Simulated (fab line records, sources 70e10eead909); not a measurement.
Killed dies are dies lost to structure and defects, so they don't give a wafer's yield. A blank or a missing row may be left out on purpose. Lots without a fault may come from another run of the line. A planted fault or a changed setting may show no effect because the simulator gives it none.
Problem report in the 8D (eight disciplines) form, filled by code | flow nand_harc | the parts of the form that need people (team, actions taken, sign-off) are left out

1. THE PROBLEM
killed_at_periphery at NHARC_END_SORT_01 reads a mean of 600.8 on 4 wafers of 2 lots; wafers without a fault read 3.2 with a standard deviation of 2.1. That is +99 or more standard deviations from the usual mean.
First seen on wafer L836.2, day 29 14:40, on prober-01. The record holds 15 wafers of 5 lots with a number at this step. Rule for "out", or "out of limits": more than 4 standard deviations from the usual mean. The other wafers with a number count as sound.

2. WHAT IT IS AND WHAT IT IS NOT
question                    | is                                                     | is not
which readings at this step | killed_at_periphery, defect_limited_yield, killed_dies | killed_at_array, killed_at_other, killed_open, killed_short
which lots                  | L836, L838                                             | L835, L840, L848
which wafers of those lots  | L836.2, L836.5, L838.2, L838.5                         | L836.3, L838.3
read on which gauges        | prober-01                                              | -
when                        | from day 29 14:40                                      | up to then (3 sound wafers); but 8 sound wafers of L836, L838, L840, L848 came after

3. SUSPECTS, AND WHAT RULES EACH OUT
Counting: a tool at a process step up to the reading stays a suspect if it ran every lot that is out. Sound lots after the first of them don't rule it out here, since some wafers of a struck lot are sound.
- the gauge at NHARC_END_SORT_01: ruled out. All the wafers that are out were read on prober-01, but those of them that NHARC_P_BONDPAD_ETCH_12 has rows for are out there too, on other tools.
- rie_diel-12 at NHARC_P_BONDPAD_ETCH_12 (etches the open film in CHF3/O2, target depth 200 nm, time 100 s): kept. It ran every lot that is out, first L836 (day 11 12:52); its last sound lot up to then is L835 (day 10 13:46). Its own readings are out on those wafers: run_length_s.
Left after counting: rie_diel-12 at NHARC_P_BONDPAD_ETCH_12.

4. THE CAUSE (what the simulator had put in)
Process parameter drift: rie_diel-12, from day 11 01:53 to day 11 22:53, at NHARC_P_BONDPAD_ETCH_12. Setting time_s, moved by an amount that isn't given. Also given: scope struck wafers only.
Counting left only this tool.

5. THE CHAIN OF EFFECTS, in route order
Each row: a reading whose mean over the struck wafers that have a number lies more than 3 standard deviations from the usual. Only readings for which the record gives a usual standard deviation are gone through. hours: the time from each lot's start at the first step in this table that gives one to its start at this step, as a median over the lots. sigmas: the change in usual standard deviations.
hours | step                    | reading              | usual   | on struck wafers | change | sigmas
0     | NHARC_P_BONDPAD_ETCH_12 | run_length_s         | 121.2 s | 109.0            | -12.2  | -28
434   | NHARC_END_SORT_01       | defect_limited_yield | 91 %    | 2                | -89    | -30
434   | NHARC_END_SORT_01       | killed_at_periphery  | 3.2     | 600.8            | +597.5 | +99 or more
434   | NHARC_END_SORT_01       | killed_dies          | 63      | 664              | +602   | +29
The process steps in it:
- NHARC_P_BONDPAD_ETCH_12: etches the open film in CHF3/O2, target depth 200 nm, time 100 s.

6. WHAT WOULD HAVE CAUGHT IT SOONER
In this record the first reading out of limits at a measuring or inspecting step was taken at day 29 14:40, 445 hours after the fault began at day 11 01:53.
The tool's own readings at NHARC_P_BONDPAD_ETCH_12 were out on every struck wafer that the step has a row for (run_length_s): an alarm limit on them would have fired on the first of those.
All the lots that are out (2) had begun NHARC_P_BONDPAD_ETCH_12 on rie_diel-12 by day 29 14:40. A hold on the tool at that time would have spared none of them.
